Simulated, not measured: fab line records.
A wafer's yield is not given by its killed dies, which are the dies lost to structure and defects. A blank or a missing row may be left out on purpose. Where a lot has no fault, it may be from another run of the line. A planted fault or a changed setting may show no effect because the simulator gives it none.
Lot-split experiment	flow n5-finfet	7 lots, 21 wafers read, on a route of 1938 steps

## THE SPLIT ITSELF
At N5_BEOL_M4_COAT_05 (resist thk 30 nm), the setting spin-rpm was moved away from the recipe's 1500 rpm on 4 of the 21 wafers read, by -10.9% to -10.7%. This setting was run at the recipe's value on the other wafers.

The split's own step is where the reading is taken.

## THE READING
CAR-EUV_of_BEOL_M4_COAT_05.thk-nm (the simulator's own value, which no gauge read), in nm, at N5_BEOL_M4_COAT_05 (resist thk 30 nm). There is no usual value for it anywhere in the file. Average 30.1 nm, standard deviation 0.096 nm, over the 17 wafers here run with the recipe.

wafer	tool, chamber at the split	spin-rpm as run, rpm	against the recipe	CAR-EUV_of_BEOL_M4_COAT_05.thk-nm, nm	against lot-mates on the recipe
L078.1	litho-track-03, 0	1500	recipe	30	-
L078.4	litho-track-03, 0	1337	-10.9%	31.8	+1.8
L078.5	litho-track-03, 0	1337	-10.9%	32	+2.0
L081.2	litho-track-03, 0	1500	recipe	30.2	-
L081.3	litho-track-03, 0	1500	recipe	30.2	-
L081.5	litho-track-03, 0	1500	recipe	30.2	-
L080.3	litho-track-04, 0	1500	recipe	30.2	-
L080.6	litho-track-04, 0	1500	recipe	30.2	-
L080.4	litho-track-04, 0	1500	recipe	30	-
L088.1	litho-track-04, 0	1500	recipe	30.2	-
L088.3	litho-track-04, 0	1500	recipe	30.2	-
L088.5	litho-track-04, 0	1500	recipe	30.2	-
L091.1	litho-track-03, 0	1500	recipe	30.2	-
L091.2	litho-track-03, 0	1500	recipe	30.2	-
L091.6	litho-track-03, 0	1500	recipe	30.2	-
L093.1	litho-track-04, 0	1500	recipe	30	-
L093.2	litho-track-04, 0	1500	recipe	30	-
L093.4	litho-track-04, 0	1500	recipe	30	-
L096.2	litho-track-03, 0	1500	recipe	30	-
L096.5	litho-track-03, 0	1340	-10.7%	31.8	+1.8
L096.6	litho-track-03, 0	1340	-10.7%	31.8	+1.8

THE FIT
A straight line over all 21 wafers: CAR-EUV_of_BEOL_M4_COAT_05.thk-nm changes by -0.16 nm for each +1% of spin-rpm; r = -0.99; the points scatter about the line by 0.097 nm.
The same after taking each lot's own level away (the mean of its wafers on the recipe; 21 wafers): -0.172 nm for each +1%; r = -1.00; scatter 0.052 nm.
According to that fit, moving spin-rpm by its largest amount changes the reading by 1.9 nm.
The span of the lots' own levels, 30.00 to 30.20 nm, comes to 2.1 times the standard deviation stated above.
So the lot-to-lot level changes the slope little: the two slopes agree.
Check: for one of the wafers moved furthest among these (-10.9%), held out of the fit, the line's prediction against its lot-mates is +1.89 nm. Against them it came out at +1.8 nm.

## ADDITIONAL SPLITS CARRIED BY THESE WAFERS
Other splits were also applied to these wafers ahead of the reading. Each is held against what the fit with the lots' levels taken away leaves over:
other split on the same wafers	wafers away from the commonest value	r with CAR-EUV_of_BEOL_M4_COAT_05.thk-nm (lot level and that fit taken away)
N5_BEOL_M2_COAT_67 spin-rpm	7	+0.14
N5_BEOL_M2_DESCUM_33 time-s	6	-0.08
N5_BEOL_M3_ETCH_64 time-s	2	-0.14
N5_BEOL_M3_COAT_22 spin-rpm	4	+0.00

## THE FILE'S OWN FIT
CAR-EUV_of_BEOL_M4_COAT_05.thk-nm changes by -0.172 nm for each +1% of spin-rpm, r = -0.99.
